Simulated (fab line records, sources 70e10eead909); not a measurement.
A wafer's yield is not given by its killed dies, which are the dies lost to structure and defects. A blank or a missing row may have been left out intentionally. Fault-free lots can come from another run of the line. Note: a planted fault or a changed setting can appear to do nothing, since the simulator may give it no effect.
A struck lot beside a sound one | flow nand_harc | 14 out of 1302 route steps
Sound: these wafers, L152.2, L152.4, L152.6. The struck wafers were L163.3, L163.4, L163.5. The cause is given at the end.
For every step that has rows: the tool of each side, followed by ch and its chambers, followed by its first start. Under that, the readings that differ: sound wafers | struck wafers | difference of the means | sigmas: that difference in standard deviations of wafers without a fault.
alike: same words and numbers on both sides, and readings whose means sit less than 2 such deviations apart. not compared: any withheld reading, any reading some wafer has no value for, any bound like >300 that may hide the same value, and any number with overlapping values for which the record gives no deviation.
The two part at a step that has a row with sigmas, a row that says differs or no value, or rows on one side only. Numbers that have no deviation but don't overlap get no sigmas and don't part them. A reading that every wafer of one side lacks parts them only if that side has two wafers or more.

NHARC_A_SOURCE_PLATE_THK_MEAS_06: measures by ellipsometry.
  sound on film_metro-02 at day 7 12:20; struck on film_metro-02 at day 12 04:19
  alike: thk_nm
NHARC_A_SOURCE_PLATE_INSPECT_08:
  sound on defect_inspect-01 at day 7 12:25; struck on defect_inspect-02 at day 12 04:24
  alike: raw_defect_count
following that, 1 step holds no rows for these wafers, namely NHARC_A_ONON_D1_DEP_00 (target thickness 1000 nm).
NHARC_A_ONON_D1_THK_MEAS_02: measures by ellipsometry.
  sound on film_metro-01 at day 7 13:01; struck on film_metro-02 at day 12 04:59
  alike: thk_nm
following that, 1 step holds no rows for these wafers, namely NHARC_A_ONON_D1_DEP_03 (target thickness 1000 nm).
NHARC_A_ONON_D1_THK_MEAS_05: measures by ellipsometry.
  sound on film_metro-01 at day 7 13:34; struck on film_metro-01 at day 12 05:33
  alike: thk_nm
following that, 1 step holds no rows for these wafers, namely NHARC_A_ONON_D1_DEP_06 (target thickness 1000 nm).
NHARC_A_ONON_D1_THK_MEAS_08: measures by ellipsometry.
  sound on film_metro-02 at day 7 14:08; struck on film_metro-02 at day 12 06:07
  reading     | sound          | struck      | difference | sigmas
  thk_nm (nm) | 1011 1011 1011 | 979 979 980 | -32        | -3
following that, 1 step holds no rows for these wafers, namely NHARC_A_ONON_D1_DEP_09 (target thickness 1000 nm).
NHARC_A_ONON_D1_THK_MEAS_11: measures by ellipsometry.
  sound on film_metro-02 at day 7 14:43; struck on film_metro-01 at day 12 06:40
  alike: thk_nm
NHARC_A_ONON_D1_DEP_12: target thk 1000 nm.
  sound on pecvd_onon-01 ch 0, day 7 14:50; struck on pecvd_onon-02 ch 0, day 12 06:50
  alike: sih4_flow_sccm
NHARC_A_ONON_D1_THK_MEAS_14: measures by ellipsometry.
  sound on film_metro-02 at day 7 15:17; struck on film_metro-01 at day 12 07:14
  reading     | sound       | struck      | difference | sigmas
  thk_nm (nm) | 980 979 980 | 620 618 619 | -361       | -41
then, 1 step without rows for these wafers: NHARC_A_ONON_D1_ANNEAL_15 (time 3600 s).
-- record jumps: 17 days between struck wafers' starts before vs after; left off in module A_ONON_D1, resumes in module END, first step shown is number 1302 of the route --
NHARC_END_SORT_01:
  sound on prober-01 ch 0, day 24 13:32; struck on prober-01 ch 0, day 28 23:12
  reading         | sound    | struck      | difference | sigmas
  killed_at_array | 38 35 38 | 664 671 668 | +631       | +32
  killed_dies     | 42 40 41 | 677 677 677 | +636       | +30
  alike: killed_at_other, killed_at_periphery, killed_open, killed_short

== WHERE THEY PART ==
At NHARC_A_ONON_D1_THK_MEAS_08 first; at NHARC_END_SORT_01 last (within this record only).

WHY: whatever the simulator had introduced
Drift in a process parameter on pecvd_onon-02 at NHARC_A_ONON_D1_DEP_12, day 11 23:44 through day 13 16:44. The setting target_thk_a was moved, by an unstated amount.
